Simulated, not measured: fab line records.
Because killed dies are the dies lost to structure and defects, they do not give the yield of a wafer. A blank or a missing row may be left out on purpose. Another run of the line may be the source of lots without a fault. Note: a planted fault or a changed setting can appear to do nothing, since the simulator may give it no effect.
Chamber matching    flow n5-finfet    rie-diel-04 running N5_BEOL_M14_ETCH_59: 4 sister chambers
The step etches BARC in N2/H2, target depth 89 nm, overetch 26.7 nm, time 67.9 s. 4 wafers are shown with their chamber, then 10 later ones without.

== EACH WAFER AND ITS CHAMBER ==
wafer   chamber  showerhead-plenum-p-Torr (Torr)
L084.1  1        2.61
L086.6  3        2.45
L088.1  2        2.51
L088.2  0        2.69

== WAFERS MISSING THEIR CHAMBER ==
wafer   showerhead-plenum-p-Torr (Torr)
L088.3  2.51
L090.2  2.61
L090.3  2.68
L090.5  2.50
L095.3  2.45
L095.5  2.60
L095.6  2.50
L096.2  2.49
L096.3  2.60
L096.5  2.60

== THE CHAMBER EACH PASSED THROUGH ==
wafer   from the rows above  in truth
L088.3  2                    2
L090.2  1                    1
L090.3  0                    0
L090.5  2                    2
L095.3  3                    3
L095.5  1                    1
L095.6  2                    2
L096.2  2                    2
L096.3  1                    1
L096.5  1                    1
Placed correctly: 10 of 10. Number that these rows cannot place: 0. Wrongly placed: 0.
How it was worked out, from the rows above alone: a wafer's distance from a chamber is the root of the sum, over the readings, of the square of ((its reading less the chamber's mean) divided by the reading's scatter). If the next closest chamber is less than 2 further off than the closest, the wafer can't be placed; otherwise it belongs to the closest. Each chamber's mean is taken over the wafers shown for it. The scatter: with one shown wafer a chamber, the root of the mean of the squares of how far each hidden wafer lies from its nearest shown one.
